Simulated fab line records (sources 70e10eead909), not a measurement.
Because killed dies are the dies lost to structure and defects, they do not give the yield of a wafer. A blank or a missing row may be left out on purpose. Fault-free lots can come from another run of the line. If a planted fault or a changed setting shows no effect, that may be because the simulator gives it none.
Which tool did it? :: flow nand harc :: 14 lots, 42 wafers sampled, at 5 steps of a route of 1302

== WHAT THE GAUGES READ, wafer by wafer ==
NHARC_A_ONON_D2_THK_MEAS_21: measures by ellipsometry.
lot: L349
measured: day 13 04:22
on: film metro-01
thk nm (nm): 1003 1003 1001

lot: L350
measured: day 14 01:42
on: film metro-02
thk nm (nm): 992 993 992

lot: L351
measured: day 14 10:09
on: film metro-01
thk nm (nm): 1003 1002 1002

lot: L352
measured: day 14 21:15
on: film metro-02
thk nm (nm): 979 979 981

lot: L353
measured: day 15 04:51
on: film metro-01
thk nm (nm): 986 986 985

lot: L358
measured: day 17 04:13
on: film metro-02
thk nm (nm): 936 934 934

lot: L360
measured: day 17 19:32
on: film metro-02
thk nm (nm): 942 941 940

lot: L365
measured: day 20 05:07
on: film metro-01
thk nm (nm): 1006 1006 1007

lot: L366
measured: day 20 22:05
on: film metro-02
thk nm (nm): 1005 1004 1004

lot: L367
measured: day 20 22:07
on: film metro-01
thk nm (nm): 997 998 998

lot: L368
measured: day 21 17:20
on: film metro-01
thk nm (nm): 999 999 1000

lot: L369
measured: day 21 17:32
on: film metro-02
thk nm (nm): 993 994 994

lot: L371
measured: day 22 06:56
on: film metro-01
thk nm (nm): 992 994 992

lot: L370
measured: day 22 06:58
on: film metro-02
thk nm (nm): 1002 1002 999

NHARC_A_ONON_D2_INSPECT_32.
lot: L349
measured: day 13 06:37
on: defect inspect-01
raw defect count: 320 650 605

lot: L350
measured: day 14 04:00
on: defect inspect-01
raw defect count: 329 364 396

lot: L351
measured: day 14 12:25
on: defect inspect-01
raw defect count: 268 400 260

lot: L352
measured: day 14 23:29
on: defect inspect-01
raw defect count: 267 365 396

lot: L353
measured: day 15 07:05
on: defect inspect-02
raw defect count: 225 222 295

lot: L358
measured: day 17 06:28
on: defect inspect-01
raw defect count: 566 520 796

lot: L360
measured: day 17 21:48
on: defect inspect-02
raw defect count: 424 377 530

lot: L365
measured: day 20 07:30
on: defect inspect-02
raw defect count: 264 274 552

lot: L366
measured: day 21 00:25
on: defect inspect-01
raw defect count: 235 192 254

lot: L367
measured: day 21 00:27
on: defect inspect-02
raw defect count: 638 510 537

lot: L368
measured: day 21 19:37
on: defect inspect-01
raw defect count: 236 294 378

lot: L369
measured: day 21 19:49
on: defect inspect-02
raw defect count: 323 400 328

lot: L371
measured: day 22 09:10
on: defect inspect-02
raw defect count: 434 319 368

lot: L370
measured: day 22 09:11
on: defect inspect-01
raw defect count: 342 365 435

NHARC_END_SORT_01.
lot: L350
measured: day 25 13:08
on: prober-01
killed at array: 53 61 65
killed at other: 0 0 0
killed at periphery: 3 7 1
killed dies: 56 68 66
killed open: 3 5 2
killed short: 3 4 4

lot: L358
measured: day 29 12:40
on: prober-02
killed at array: 674 673 672
killed at other: 0 0 2
killed at periphery: 3 4 3
killed dies: 677 677 677
killed open: 4 7 7
killed short: 2 4 0

lot: L360
measured: day 29 04:52
on: prober-01
killed at array: 671 675 674
killed at other: 1 0 1
killed at periphery: 5 2 2
killed dies: 677 677 677
killed open: 4 2 4
killed short: 5 1 3

lot: L365
measured: day 31 07:13
on: prober-02
killed at array: 99 99 89
killed at other: 4 4 0
killed at periphery: 3 2 6
killed dies: 106 105 95
killed open: 2 2 7
killed short: 2 1 3

lot: L366
measured: day 32 18:13
on: prober-01
killed at array: 84
killed at other: 3
killed at periphery: 1
killed dies: 88
killed open: 8
killed short: 2

lot: L367
measured: day 33 04:09
on: prober-02
killed at array: 82 86 78
killed at other: 4 2 4
killed at periphery: 3 5 4
killed dies: 89 93 86
killed open: 4 2 6
killed short: 3 1 6

lot: L368
measured: day 33 11:55
on: prober-02
killed at array: 59 64 65
killed at other: 2 2 0
killed at periphery: 4 5 0
killed dies: 65 71 65
killed open: 7 6 3
killed short: 2 1 5

lot: L369
measured: day 33 04:07
on: prober-01
killed at array: 75 62 66
killed at other: 3 1 1
killed at periphery: 4 2 1
killed dies: 82 65 68
killed open: 5 1 2
killed short: 3 3 3

lot: L371
measured: day 34 01:14
on: prober-01
killed at array: 59 50 55
killed at other: 1 2 1
killed at periphery: 2 2 2
killed dies: 62 54 58
killed open: 0 1 6
killed short: 3 1 2

lot: L370
measured: day 34 01:17
on: prober-02
killed at array: 60 68 52
killed at other: 0 1 0
killed at periphery: 0 2 1
killed dies: 60 71 53
killed open: 1 6 3
killed short: 0 4 1

== TOOL THAT RAN EACH LOT (tool first, then ch and the chambers of the sampled wafers, then the start) ==
lot: L349
NHARC_A_CHANNEL_FILL_D1_STRIP_29: rie diel-02 ch 1,2, day 13 03:51 or earlier
NHARC_A_ONON_D2_DEP_19: pecvd onon-02 ch 0, day 13 03:51

lot: L350
NHARC_A_CHANNEL_FILL_D1_STRIP_29: rie diel-10 ch 0,3, day 14 01:19 or earlier
NHARC_A_ONON_D2_DEP_19: pecvd onon-03 ch 0, day 14 01:19

lot: L351
NHARC_A_CHANNEL_FILL_D1_STRIP_29: rie diel-01 ch 0,2, day 14 09:38 or earlier
NHARC_A_ONON_D2_DEP_19: pecvd onon-03 ch 0, day 14 09:38

lot: L352
NHARC_A_CHANNEL_FILL_D1_STRIP_29: rie diel-01 ch 1,3, day 12 09:50
NHARC_A_ONON_D2_DEP_19: pecvd onon-03 ch 0, day 14 20:44

lot: L353
NHARC_A_CHANNEL_FILL_D1_STRIP_29: rie diel-02 ch 1,2,3, day 15 04:20 or earlier
NHARC_A_ONON_D2_DEP_19: pecvd onon-01 ch 0, day 15 04:20

lot: L358
NHARC_A_CHANNEL_FILL_D1_STRIP_29: rie diel-02 ch 0,1, day 17 03:46 or earlier
NHARC_A_ONON_D2_DEP_19: pecvd onon-03 ch 0, day 17 03:46

lot: L360
NHARC_A_CHANNEL_FILL_D1_STRIP_29: rie diel-10 ch 0,1,3, day 17 19:05 or earlier
NHARC_A_ONON_D2_DEP_19: pecvd onon-03 ch 0, day 17 19:05

lot: L365
NHARC_A_CHANNEL_FILL_D1_STRIP_29: rie diel-01 ch 0,1,2, day 20 04:39 or earlier
NHARC_A_ONON_D2_DEP_19: pecvd onon-03 ch 0, day 20 04:39

lot: L366
NHARC_A_CHANNEL_FILL_D1_STRIP_29: rie diel-01 ch 0,1, day 20 21:38 or earlier
NHARC_A_ONON_D2_DEP_19: pecvd onon-01 ch 0, day 20 21:38

lot: L367
NHARC_A_CHANNEL_FILL_D1_STRIP_29: rie diel-01 ch 2,3, day 20 21:37 or earlier
NHARC_A_ONON_D2_DEP_19: pecvd onon-02 ch 0, day 20 21:37

lot: L368
NHARC_A_CHANNEL_FILL_D1_STRIP_29: rie diel-02 ch 0,2,3, day 21 16:50 or earlier
NHARC_A_ONON_D2_DEP_19: pecvd onon-02 ch 0, day 21 16:50

lot: L369
NHARC_A_CHANNEL_FILL_D1_STRIP_29: rie diel-02 ch 0,1,2, day 21 17:01 or earlier
NHARC_A_ONON_D2_DEP_19: pecvd onon-01 ch 0, day 21 17:01

lot: L371
NHARC_A_CHANNEL_FILL_D1_STRIP_29: rie diel-02 ch 0,1,2, day 22 06:26 or earlier
NHARC_A_ONON_D2_DEP_19: pecvd onon-03 ch 0, day 22 06:26

lot: L370
NHARC_A_CHANNEL_FILL_D1_STRIP_29: rie diel-01 ch 1,2,3, day 22 06:27 or earlier
NHARC_A_ONON_D2_DEP_19: pecvd onon-02 ch 0, day 22 06:27
- NHARC_A_CHANNEL_FILL_D1_STRIP_29: strips in O2, time 20 s.
- NHARC_A_ONON_D2_DEP_19: target thk 1000 nm.

== AS READ BY THE TOOLS THEMSELVES (means over the sampled wafers that have a number; for cases with no such wafer, the mark the record gives instead) ==
NHARC_A_CHANNEL_FILL_D1_STRIP_29.
lot: L349
tool: rie diel-02
drypump motor current A (A): 5.6
oes product au (a.u.): 1.004
rf vpp V (V): 58.0
showerhead plenum p Torr (Torr): 3.55
throttle valve pct (%): 17.034

lot: L350
tool: rie diel-10
drypump motor current A (A): 5.9
oes product au (a.u.): 0.994
rf vpp V (V): 57.4
showerhead plenum p Torr (Torr): 3.62
throttle valve pct (%): 17.032

lot: L351
tool: rie diel-01
drypump motor current A (A): 5.8
oes product au (a.u.): 1.008
rf vpp V (V): 57.9
showerhead plenum p Torr (Torr): 3.46
throttle valve pct (%): 17.036

lot: L352
tool: rie diel-01
drypump motor current A (A): 5.4
oes product au (a.u.): 0.993
rf vpp V (V): 57.5
showerhead plenum p Torr (Torr): 3.42
throttle valve pct (%): 17.031

lot: L353
tool: rie diel-02
drypump motor current A (A): 5.7
oes product au (a.u.): 0.993
rf vpp V (V): 57.7
showerhead plenum p Torr (Torr): 3.47
throttle valve pct (%): 17.044

lot: L358
tool: rie diel-02
drypump motor current A (A): 6.0
oes product au (a.u.): 1.000
rf vpp V (V): 58.4
showerhead plenum p Torr (Torr): 3.51
throttle valve pct (%): 17.029

lot: L360
tool: rie diel-10
drypump motor current A (A): 5.7
oes product au (a.u.): 0.997
rf vpp V (V): 58.2
showerhead plenum p Torr (Torr): 3.58
throttle valve pct (%): 17.034

lot: L365
tool: rie diel-01
drypump motor current A (A): 5.5
oes product au (a.u.): 0.999
rf vpp V (V): 57.2
showerhead plenum p Torr (Torr): 3.45
throttle valve pct (%): 17.031

lot: L366
tool: rie diel-01
drypump motor current A (A): 5.4
oes product au (a.u.): 0.994
rf vpp V (V): 57.7
showerhead plenum p Torr (Torr): 3.36
throttle valve pct (%): 17.034

lot: L367
tool: rie diel-01
drypump motor current A (A): 5.7
oes product au (a.u.): 1.006
rf vpp V (V): 58.2
showerhead plenum p Torr (Torr): 3.57
throttle valve pct (%): 17.041

lot: L368
tool: rie diel-02
drypump motor current A (A): 5.8
oes product au (a.u.): 1.002
rf vpp V (V): 57.0
showerhead plenum p Torr (Torr): 3.44
throttle valve pct (%): 17.030

lot: L369
tool: rie diel-02
drypump motor current A (A): 5.7
oes product au (a.u.): 1.000
rf vpp V (V): 58.0
showerhead plenum p Torr (Torr): 3.52
throttle valve pct (%): 17.035

lot: L371
tool: rie diel-02
drypump motor current A (A): 5.7
oes product au (a.u.): 0.996
rf vpp V (V): 58.2
showerhead plenum p Torr (Torr): 3.52
throttle valve pct (%): 17.033

lot: L370
tool: rie diel-01
drypump motor current A (A): 5.5
oes product au (a.u.): 0.995
rf vpp V (V): 58.0
showerhead plenum p Torr (Torr): 3.50
throttle valve pct (%): 17.035

== THE ANSWER, worked out from the rows above alone ==
Rule: usual is defined by the lots themselves. The widest of any qualifying gaps counts: lots, ordered by their means at a reading, are off when they make up no more than a third of the lots, leave a main group of 4 or more, and stand apart from it by 3 or more times the standard deviation of that group's means. A main group whose means are all the same, to the digits that the tables above print for the reading, isn't used. A lot without any number at a reading at which 4 lots or more have one is off too. The other lots that the step has rows for count as sound. Order of review: gauges by route order, followed by the tools' own readings, for which a lot's mean as printed above is used. The first step at which some lot is off is used, and at that step the reading that is off furthest; a lot without a number counts as furthest.
Off, at NHARC_A_ONON_D2_THK_MEAS_21 on thk nm: L358, L360. The main group has a mean of 996 nm with a standard deviation of 7.6.
A tool fits if, at a process step before that reading, it ran every lot that is off, and no sound lot after the first of them. The gauges at NHARC_A_ONON_D2_THK_MEAS_21 aren't tried: what is off there is off at NHARC_END_SORT_01 too, on other tools, and a gauge's error can't cause that. Because NHARC_A_CHANNEL_FILL_D1_STRIP_29 lacks a start for some lots, the hours and order of its lots are taken from NHARC_A_ONON_D2_DEP_19. Not one of the candidates tried fits.

== WHAT HAD BEEN PUT IN BY THE SIMULATOR ==
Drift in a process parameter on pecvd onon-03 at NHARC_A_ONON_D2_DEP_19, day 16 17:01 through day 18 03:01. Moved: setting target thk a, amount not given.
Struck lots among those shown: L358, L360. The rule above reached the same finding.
